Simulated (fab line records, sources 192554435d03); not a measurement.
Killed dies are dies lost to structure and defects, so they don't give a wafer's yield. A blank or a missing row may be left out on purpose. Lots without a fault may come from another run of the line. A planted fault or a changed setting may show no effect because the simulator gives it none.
fab line records | flow n5_finfet
record lots=7 wafers=21
route steps=1938 shown BEOL_M15@1824 MIM_BOT@1833 PASSIVATION@1901
start_h: hours from the record's first day to the start of the lot's first wafer shown | wait_h: hours since the lot's step before | " the same as in the row above | L1.1+2: a row that stands for several wafers | - no value, or no start given | * or withheld: withheld | < > ~ a bound
route shown NAME@n: a module of which the file shows steps, and the number in the route of the first | usual: mean/standard deviation of fault-free wafers | same: alike in all rows | chamber/n: place in a boat | sites: the reading at each site | _std_site: their standard deviation | _edge_site: outer sites' mean less inner sites' | radius_mm: how far each site lies from the wafer's centre | mask NAME#n: copy n | behind: the tool/chamber that last shaped the wafer | hold: why the lot was held/for how many hours/how that ended | device: the transistor (n, p or np) that didn't switch | end of line: the same wafers' tests at the end of the route | a step without rows: its recipe alone | killed: dies lost to structure and defects at the first sort, not the wafer's yield | map: a wafer's dies, x killed, . not, _ none there
set.NAME: the setting as run; set.NAME@STEP: as run at that earlier step | model.NAME: the simulator's own value behind a step, which no gauge read
lots whose settings were changed on purpose; a table a step, a row a wafer
## steps
# step N5_BEOL_M15_CMP_49
# recipe stop_on=SiO2 t_overpolish_s=4.9 down_force_psi=2 platen_rpm=80 clearing_platen_down_force_psi=2 clearing_platen_rpm=80 post_cmp_clean=cu_alkaline target_thk_nm=850 clearing_platen_pad_velocity_m_s=1.5917 pad_velocity_m_s=1.5917
# usual barrier_field_endpoint_s=11.4/0.3
# columns lot.wafer tool chamber start_h wait_h set.down_force_psi barrier_field_endpoint_s
L080.4 cmp-01 3 311.70 0.1 2 11.6
L080.2 " 1 " " 2 11.3
L080.3 " 2 " " 2 11.2
L085.3 cmp-01 2 332.21 0.2 2 11.1
L085.5 " 2 " " 2 11.4
L085.6 " 3 " " 2.172 10.8
L088.3 cmp-04 3 341.05 0.2 1.71 13.5
L088.2 " 1 " " 1.71 14.0
L088.5 " 0 " " 2 11.6
L089.4 cmp-04 0 349.54 0.2 2 11.5
L089.3 " 1 " " 2 11.9
L089.6 " 2 " " 2 11.2
L091.2 cmp-02 1 355.80 0.3 2 11.1
L091.6 " 2 " " 2 11.1
L091.5 " 3 " " 2 11.2
L090.4 cmp-02 3 356.19 0.2 2 11.7
L090.1 " 0 " " 2 11.9
L090.5 " 2 " " 2.256 10.2
L095.4 cmp-02 1 401.90 0.1 2 11.3
L095.2 " 2 " " 2 11.5
L095.1 " 3 " " 2 11.0
# step N5_MIM_BOT_SPUTTER_00
# recipe material=TiN target_thk_a=350 temp_c=200 power_w=3000 chamber_pressure_pa=0.49996 gas=Ar reactive_partial_pa=0.37997 time_s=89.7
# columns lot.wafer tool chamber start_h wait_h set.time_s model.TiN_of_MIM_BOT_SPUTTER_00.thk_nm
L080.2+3 pvd_sputter-03 - 314.53 0.0 89.7 35
L080.4 " - " " 89.7 35.4
L085.3 pvd_sputter-03 - 334.92 0.0 101 40
L085.5 " - " " 89.7 35.4
L085.6 " - " " 101 39.4
L088.2 pvd_sputter-02 - 342.84 0.0 80.22 31
L088.3 " - " " 89.7 34.4
L088.5 " - " " 80.22 30.8
L089.3 pvd_sputter-01 - 352.82 0.0 89.7 34.2
L089.4 " - " " 89.7 34.4
L089.6 " - " " 89.7 34.6
L091.2+6 pvd_sputter-02 - 358.44 0.0 89.7 35.2
L091.5 " - " " 89.7 34.8
L090.1 pvd_sputter-02 - 359.13 0.0 89.7 34.8
L090.4 " - " " 77.45 29.8
L090.5 " - " " 89.7 34.2
L095.1 pvd_sputter-01 - 403.75 0.0 93.45 36.2
L095.2 " - " " 93.45 36.6
L095.4 " - " " 89.7 34.8
# step N5_PASSIVATION_EXPOSE_27
# recipe mask_id=PAD na=0.55 source_shape=conventional sigma_outer=0.8 polarization=unpolarized defocus_nm=0 dose_mj=32.3
# columns lot.wafer tool chamber start_h wait_h mask set.dose_mj
L080.2 krf_scanner-02 0 322.44 - PAD#0 32.3
L080.3+4 " 0 " " PAD#0 33.86
L085.3+5+6 krf_scanner-02 0 339.97 - PAD#0 32.3
L088.2+5 krf_scanner-01 0 349.87 - PAD#0 30.28
L088.3 " 0 " " PAD#0 32.3
L089.3+6 krf_scanner-01 0 359.95 - PAD#0 31.24
L089.4 " 0 " " PAD#0 32.3
L091.2+5+6 krf_scanner-02 0 364.30 - PAD#0 32.3
L090.1+4+5 krf_scanner-02 0 366.90 - PAD#0 32.3
L095.1+2+4 krf_scanner-01 0 408.78 - PAD#0 32.3
# step N5_PASSIVATION_PEB_28
# recipe peb_temp_c=withheld peb_time_s=*
# step N5_PASSIVATION_DEVELOP_29
# recipe develop_time_s=60 rinse_liquid=diw dry=air_spin dev_temp_c=21
# step N5_PASSIVATION_HARDBAKE_31
# recipe temp_c=130 time_s=120
# step N5_PASSIVATION_CD_MEAS_30
# recipe target_cd_nm=4000 landing_energy_ev=500 detector=se_inlens polarity=opening
# usual cd_nm=3999.4/1.8
# columns lot.wafer tool chamber start_h wait_h set.dose_mj@PASSIVATION_EXPOSE_27 cd_nm
L080.2 cd_sem-03 0 322.61 - 32.3 3999.8
L080.3 " 0 " " 33.86 4010.0
L080.4 " 0 " " 33.86 4007.2
L085.3 cd_sem-01 0 340.14 - 32.3 3998.4
L085.5 " 0 " " 32.3 4001.0
L085.6 " 0 " " 32.3 3999.3
L088.2 cd_sem-02 0 350.04 - 30.28 3985.6
L088.3 " 0 " " 32.3 3999.3
L088.5 " 0 " " 30.28 3990.0
L089.3 cd_sem-01 0 360.12 - 31.24 3995.1
L089.4 " 0 " " 32.3 4002.3
L089.6 " 0 " " 31.24 3993.6
L091.2 cd_sem-02 0 364.47 - 32.3 3999.6
L091.5 " 0 " " 32.3 3999.4
L091.6 " 0 " " 32.3 4000.9
L090.1 cd_sem-03 0 367.07 - 32.3 4000.6
L090.4 " 0 " " 32.3 3999.1
L090.5 " 0 " " 32.3 3998.6
L095.1 cd_sem-01 0 408.96 - 32.3 4002.7
L095.2 " 0 " " 32.3 4001.8
L095.4 " 0 " " 32.3 4000.3
# step N5_PASSIVATION_ETCH_59
# recipe chemistry=Cl2/BCl3 target=TaN target_depth_a=650 time_s=34.9 ion_energy_ev=100 pressure_mtorr=10 icp_w=900 bias_w=100 Cl2_flow_sccm=60 bcl3_flow_sccm=30
# columns lot.wafer tool chamber start_h wait_h set.time_s model.etch.depth_nm
L080.2 rie_metal-01 0 323.62 0.6 34.9 66.07
L080.3 " 0 " " 34.9 66.16
L080.4 " 0 " " 34.9 65.82
L085.3 rie_metal-03 1 340.74 0.2 37.59 68.46
L085.5 " 0 " " 34.9 64.24
L085.6 " 1 " " 34.9 63.89
L088.2 rie_metal-02 0 350.62 0.3 28.62 53.65
L088.3 " 1 " " 34.9 66.24
L088.5 " 0 " " 34.9 65.56
L089.3 rie_metal-01 1 360.85 0.2 34.9 66.13
L089.4 " 0 " " 34.9 65.91
L089.6 " 1 " " 31.8 60.36
L091.2 rie_metal-03 1 365.35 0.4 34.9 63.51
L091.5 " 1 " " 34.9 63.23
L091.6 " 0 " " 34.9 63.69
L090.1 rie_metal-03 0 367.83 0.4 32.71 60.55
L090.4 " 1 " " 34.9 63.83
L090.5 " 1 " " 34.9 64.34
L095.1 rie_metal-01 0 409.53 0.3 34.9 66.5
L095.2 " 1 " " 34.9 65.26
L095.4 " 1 " " 32.23 60.91
# step N5_PASSIVATION_ETCH_54
# recipe chemistry=CHF3/O2 target=SiO2 target_depth_a=8800 CHF3_flow_sccm=50 O2_flow_sccm=5 Ar_flow_sccm=200 time_s=440 mask_material=PR pressure_mtorr=30 source_w=650 bias_w=170 ion_energy_ev=200
# usual rf_vpp_V=522/9.4
# columns lot.wafer tool chamber start_h wait_h set.source_w rf_vpp_V
L080.2 rie_diel-03 1 326.09 0.1 538.2 591
L080.3 " 2 " " 538.2 579
L080.4 " 0 " " 650 522
L085.3 rie_diel-02 2 342.90 0.1 650 508
L085.5 " 1 " " 650 533
L085.6 " 3 " " 618.8 529
L088.2 rie_diel-02 3 352.25 0.1 650 515
L088.3 " 1 " " 650 532
L088.5 " 2 " " 707.1 488
L089.3 rie_diel-01 1 362.53 0.1 603.3 550
L089.4 " 2 " " 650 513
L089.6 " 2 " " 650 513
L091.2 rie_diel-03 0 367.18 0.1 650 523
L091.5 " 1 " " 650 539
L091.6 " 2 " " 650 527
L090.1 rie_diel-03 1 369.80 0.1 650 537
L090.4 " 1 " " 650 538
L090.5 " 3 " " 650 515
L095.1 rie_diel-01 1 411.28 0.1 700.2 510
L095.2 " 2 " " 700.2 494
L095.4 " 0 " " 650 518
# step N5_PASSIVATION_STRIP_48
# recipe chemistry=O2 power_w=600 temp_c=60 pressure_mtorr=30 rf_frequency_hz=6e+07 bias_power_w=0 overash_fraction=0.5 o2_flow_sccm=225
# step N5_PASSIVATION_STRIP_52
# recipe chemistry=post_etch_residue_remover time_s=1200 temp_c=72.5
# step N5_PASSIVATION_SRD_72
# recipe dry=ipa_marangoni time_s=30 temp_c=23 rinse_liquid=diw
# step N5_PASSIVATION_ANNEAL_56
# recipe temp_c=400 time_s=1800 ambient=FGA idle_temp_c=300 ramp_up_c_per_min=5 ramp_down_c_per_min=3
# step N5_PASSIVATION_PROBE_49
# usual defect_limited_yield=91.3/1.3 killed_at_M0_to_M3=36/12 killed_at_M4_up=13/4.6 killed_at_contacts=13/5.4 killed_at_front_end=37/10 killed_at_other=3.6/2.9 killed_dies=102/15 killed_open=67/12 killed_short=33/7.5 sort_bin_4_leakage=0.00/0.023 sort_bin_5_function=5.1/0.93 sort_bin_6_memory=3.2/0.62 sort_bin_8_speed=0.00/0.01 sort_n_pass=1078/15 sort_yield_pct=91.3/1.3
# same gross_dies=1180 killed_at_back_side=0
# columns lot.wafer tool chamber start_h wait_h set.time_s@PASSIVATION_ETCH_59 defect_limited_yield[%] killed_at_M0_to_M3 killed_at_M4_up killed_at_contacts killed_at_front_end killed_at_other killed_dies killed_open killed_short sort_bin_4_leakage[%] sort_bin_5_function[%] sort_bin_6_memory[%] sort_bin_8_speed[%] sort_n_pass sort_yield_pct[%]
L080.2 prober-01 - 328.92 0.1 34.9 92.8 29 6 16 33 1 85 54 27 0 5.3 1.7 0 1095 92.8
L080.3 prober-01 - 328.97 0.1 34.9 91.7 34 14 23 23 4 98 72 24 0 5.6 2.5 0 1082 91.7
L080.4 prober-01 - 329.02 0.2 34.9 89.5 43 20 26 34 1 124 87 37 0 6.4 3.6 0 1056 89.5
L085.3 prober-01 - 345.78 0.1 37.59 30.2 45 13 5 761 0 824 54 31 0 67.3 2.2 0 356 30.2
L085.5 prober-01 - 345.88 0.2 34.9 91.7 49 17 15 13 4 98 59 39 0 4.8 3.1 0 1082 91.7
L085.6 prober-01 - 345.93 0.3 34.9 31.2 47 11 13 734 7 812 59 48 0 64.0 4.1 0 368 31.2
L088.2 prober-01 - 356.18 0.1 28.62 70.8 291 13 14 21 6 345 57 32 0 25.8 3.1 0 835 70.8
L088.3 prober-01 - 356.23 0.1 34.9 92.3 53 0 8 30 0 91 56 35 0 4.5 2.7 0 1089 92.3
L088.5 prober-01 - 356.33 0.2 34.9 92.9 32 14 13 25 0 84 52 29 0 4.2 2.8 0 1096 92.9
L089.3 prober-01 - 365.42 0.1 34.9 91.8 23 16 21 36 1 97 70 24 0 4.7 3.3 0 1083 91.8
L089.4 prober-01 - 365.47 0.2 34.9 91.1 32 20 12 39 2 105 75 28 0 5.8 2.7 0 1075 91.1
L089.6 prober-01 - 365.57 0.3 31.8 77.4 34 190 6 36 1 267 56 31 0 19.5 2.9 0 913 77.4
L091.2 prober-02 - 370.01 0.1 34.9 92.8 35 10 15 21 4 85 49 34 0 3.4 3.1 0 1095 92.8
L091.5 prober-02 - 370.16 0.2 34.9 93.6 34 5 11 25 1 76 52 23 0 4.2 1.8 0 1104 93.6
L091.6 prober-02 - 370.21 0.3 34.9 93.3 20 14 11 32 2 79 55 24 0 4.4 2.0 0 1101 93.3
L090.1 prober-02 - 372.58 0.0 32.71 91.0 51 14 11 30 0 106 77 27 0 5.3 3.1 0 1074 91.0
L090.4 prober-02 - 372.73 0.2 34.9 90.3 43 18 15 38 1 115 79 34 0.25 5.8 3.8 0 1062 90.0
L090.5 prober-02 - 372.78 0.2 34.9 87.5 49 35 11 51 2 148 89 38 0 8.8 3.4 0 1032 87.5
L095.1 prober-01 - 414.10 0.0 34.9 90.5 39 4 11 53 5 112 72 30 12.29 5.9 3.0 4.15 874 74.1
L095.2 prober-01 - 414.15 0.1 34.9 90.1 42 13 25 34 3 117 80 30 0 5.8 3.5 0 1063 90.1
L095.4 prober-01 - 414.25 0.2 32.23 91.4 21 13 17 49 2 102 67 24 0.08 4.7 2.7 0 1077 91.3
# killed by level:class
L080.2 MOL_CONTACT_COAG:geometric_particle:open=13 BEOL_M3:geometric_particle:open=9 STI_FIN_REVEAL:geometric_particle:open=7 BEOL_M0_SAQP:geometric_particle:open=6 BEOL_M0_SAQP:geometric_particle:short=6 ILD0:geometric_particle:open=4 FIN_SAQP:geometric_particle:short=3 SPACER0:geometric_particle:open=3
L080.3 MOL_CONTACT_COAG:geometric_particle:open=19 BEOL_M2:geometric_particle:open=12 BEOL_M0_SAQP:geometric_particle:open=8 BEOL_M0_SAQP:geometric_particle:short=6 DUMMY_GATE:geometric_particle:open=4 MOL_CONTACT_COAG:geometric_particle:short=4 BEOL_M3:geometric_particle:open=4 BEOL_M4:geometric_particle:open=4
L080.4 BEOL_M2:geometric_particle:open=18 MOL_CONTACT_COAG:geometric_particle:open=16 MOL_CONTACT_COAG:geometric_particle:short=10 BEOL_M0_SAQP:geometric_particle:short=9 BEOL_M4:geometric_particle:open=9 BEOL_M0_SAQP:geometric_particle:open=8 FIN_SAQP:geometric_particle:short=6 GATE_CUT:geometric_particle:open=5
L085.3 FIN_SAQP:area_ald=735 BEOL_M0_SAQP:geometric_particle:open=16 BEOL_M0_SAQP:geometric_particle:short=9 BEOL_M4:geometric_particle:open=9 BEOL_M2:geometric_particle:short=7 BEOL_M2:geometric_particle:open=5 MOL_CONTACT_COAG:geometric_particle:open=4 BEOL_M1:geometric_particle:open=4
L085.5 BEOL_M0_SAQP:geometric_particle:open=12 MOL_CONTACT_COAG:geometric_particle:open=10 BEOL_M2:geometric_particle:short=10 BEOL_M4:geometric_particle:open=8 BEOL_M0_SAQP:geometric_particle:short=7 BEOL_M2:geometric_particle:open=7 MOL_CONTACT_COAG:geometric_particle:short=5 BEOL_M1:geometric_particle:open=5
L085.6 FIN_SAQP:area_ald=700 BEOL_M0_SAQP:geometric_particle:short=14 BEOL_M2:geometric_particle:short=12 BEOL_M0_SAQP:geometric_particle:open=9 MOL_CONTACT_COAG:geometric_particle:open=8 GATE_CUT:geometric_particle:open=7 FIN_SAQP:geometric_particle:short=5 STI_FIN_REVEAL:geometric_particle:open=5
L088.2 BEOL_M0_SAQP:area_etch=253 MOL_CONTACT_COAG:geometric_particle:open=11 BEOL_M0_SAQP:geometric_particle:open=8 BEOL_M0_SAQP:geometric_particle:short=8 BEOL_M2:geometric_particle:open=8 FIN_SAQP:geometric_particle:short=7 BEOL_M1:geometric_particle:open=5 BEOL_M4:geometric_particle:open=5
L088.3 BEOL_M3:geometric_particle:open=13 BEOL_M2:geometric_particle:open=9 BEOL_M1:geometric_particle:short=9 BEOL_M0_SAQP:geometric_particle:short=8 FIN_SAQP:geometric_particle:open=7 FIN_SAQP:geometric_particle:short=7 BEOL_M1:geometric_particle:open=7 MOL_CONTACT_COAG:geometric_particle:open=6
L088.5 FIN_SAQP:geometric_particle:short=10 MOL_CONTACT_COAG:geometric_particle:open=10 BEOL_M0_SAQP:geometric_particle:short=9 BEOL_M0_SAQP:geometric_particle:open=8 BEOL_M2:geometric_particle:open=7 BEOL_M0:geometric_particle:open=4 BEOL_M8:geometric_particle:open=4 FIN_SAQP:geometric_particle:open=3
L089.3 MOL_CONTACT_COAG:geometric_particle:open=20 STARTING-WAFER:geometric_particle:open=7 GATE_CUT:geometric_particle:short=5 BEOL_M3:geometric_particle:open=5 FIN_SAQP:geometric_particle:open=4 STI_FIN_REVEAL:geometric_particle:open=4 BEOL_M0:geometric_particle:open=4 BEOL_M4:geometric_particle:open=4
L089.4 BEOL_M4:geometric_particle:open=10 STI_FIN_REVEAL:geometric_particle:open=10 MOL_CONTACT_COAG:geometric_particle:open=8 BEOL_M1:geometric_particle:open=7 GATE_CUT:geometric_particle:short=6 BEOL_M3:geometric_particle:open=6 DUMMY_GATE:geometric_particle:open=5 BEOL_M2:geometric_particle:open=5
L089.6 BEOL_M10:area_etch=178 STI_FIN_REVEAL:geometric_particle:open=8 BEOL_M2:geometric_particle:open=7 BEOL_M3:geometric_particle:open=7 BEOL_M4:geometric_particle:open=7 BEOL_M0:geometric_particle:open=6 GATE_CUT:geometric_particle:short=5 FIN_SAQP:geometric_particle:short=4
L091.2 MOL_CONTACT_COAG:geometric_particle:open=9 BEOL_M0_SAQP:geometric_particle:short=9 BEOL_M0_SAQP:geometric_particle:open=7 MOL_CONTACT_COAG:geometric_particle:short=6 STI_FIN_REVEAL:geometric_particle:open=5 BEOL_M1:geometric_particle:short=5 BEOL_M3:geometric_particle:open=5 FIN_SAQP:geometric_particle:open=4
L091.5 MOL_CONTACT_COAG:geometric_particle:open=10 BEOL_M0_SAQP:geometric_particle:short=9 STARTING-WAFER:geometric_particle:open=7 BEOL_M2:geometric_particle:open=6 BEOL_M1:geometric_particle:open=5 FIN_SAQP:geometric_particle:open=4 BEOL_M0_SAQP:geometric_particle:open=4 BEOL_M3:geometric_particle:short=4
L091.6 MOL_CONTACT_COAG:geometric_particle:open=9 FIN_SAQP:geometric_particle:short=6 BEOL_M4:geometric_particle:open=6 FIN_SAQP:geometric_particle:open=5 GATE_CUT:geometric_particle:short=5 GATE_CUT:geometric_particle:open=4 BEOL_M0_SAQP:geometric_particle:open=4 BEOL_M2:geometric_particle:open=4
L090.1 BEOL_M0_SAQP:geometric_particle:open=12 BEOL_M0:geometric_particle:open=11 MOL_CONTACT_COAG:geometric_particle:open=10 BEOL_M2:geometric_particle:open=10 BEOL_M0_SAQP:geometric_particle:short=8 STI_FIN_REVEAL:geometric_particle:open=7 BEOL_M3:geometric_particle:open=7 STARTING-WAFER:geometric_particle:short=5
L090.4 MOL_CONTACT_COAG:geometric_particle:open=15 FIN_SAQP:geometric_particle:open=11 BEOL_M0_SAQP:geometric_particle:short=10 BEOL_M0_SAQP:geometric_particle:open=8 BEOL_M3:geometric_particle:open=8 FIN_SAQP:geometric_particle:short=7 STI_FIN_REVEAL:geometric_particle:open=6 BEOL_M2:geometric_particle:open=6
L090.5 BEOL_M11:area_etch=21 STI_FIN_REVEAL:geometric_particle:open=13 MOL_CONTACT_COAG:geometric_particle:open=10 FIN_SAQP:geometric_particle:open=9 BEOL_M0_SAQP:geometric_particle:open=9 BEOL_M0_SAQP:geometric_particle:short=8 BEOL_M4:geometric_particle:open=8 BEOL_M2:geometric_particle:open=8
L095.1 FIN_SAQP:geometric_particle:open=15 BEOL_M2:geometric_particle:open=12 MOL_CONTACT_COAG:geometric_particle:open=11 FIN_SAQP:geometric_particle:short=7 FIN_SAQP:area_ald=7 GATE_CUT:geometric_particle:short=6 BEOL_M0:geometric_particle:short=5 BEOL_M0_SAQP:geometric_particle:open=5
L095.2 MOL_CONTACT_COAG:geometric_particle:open=20 BEOL_M2:geometric_particle:open=12 BEOL_M0_SAQP:geometric_particle:open=12 FIN_SAQP:geometric_particle:open=8 BEOL_M3:geometric_particle:open=7 FIN_SAQP:area_ald=6 FIN_SAQP:geometric_particle:short=5 MOL_CONTACT_COAG:geometric_particle:short=5
L095.4 MOL_CONTACT_COAG:geometric_particle:open=15 HKMG_FIN:area_etch=11 FIN_SAQP:geometric_particle:open=9 BEOL_M2:geometric_particle:open=8 STI_FIN_REVEAL:geometric_particle:open=6 BEOL_M3:geometric_particle:open=6 BEOL_M4:geometric_particle:open=6 FIN_SAQP:geometric_particle:short=4
## key
split step=N5_BEOL_M15_CMP_49 setting=down_force_psi stated=2 by=wafer
response step=N5_BEOL_M15_CMP_49 reading=barrier_field_endpoint_s change=-0.123 per=1% r=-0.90
split step=N5_MIM_BOT_SPUTTER_00 setting=time_s stated=89.7 by=wafer
response step=N5_MIM_BOT_SPUTTER_00 reading=model.TiN_of_MIM_BOT_SPUTTER_00.thk_nm change=+0.342 per=1% r=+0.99
split step=N5_PASSIVATION_EXPOSE_27 setting=dose_mj stated=32.3 by=wafer
response step=N5_PASSIVATION_CD_MEAS_30 reading=cd_nm change=+1.92 per=1% r=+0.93
split step=N5_PASSIVATION_ETCH_59 setting=time_s stated=34.9 by=wafer
response step=N5_PASSIVATION_ETCH_59 reading=model.etch.depth_nm change=+0.651 per=1% r=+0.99
response step=N5_PASSIVATION_PROBE_49 reading=killed_at_M4_up shape=bent at_lowest=13 at_stated=14 at_highest=13
split step=N5_PASSIVATION_ETCH_54 setting=source_w stated=650 by=wafer
response step=N5_PASSIVATION_ETCH_54 reading=rf_vpp_V change=-3.58 per=1% r=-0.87
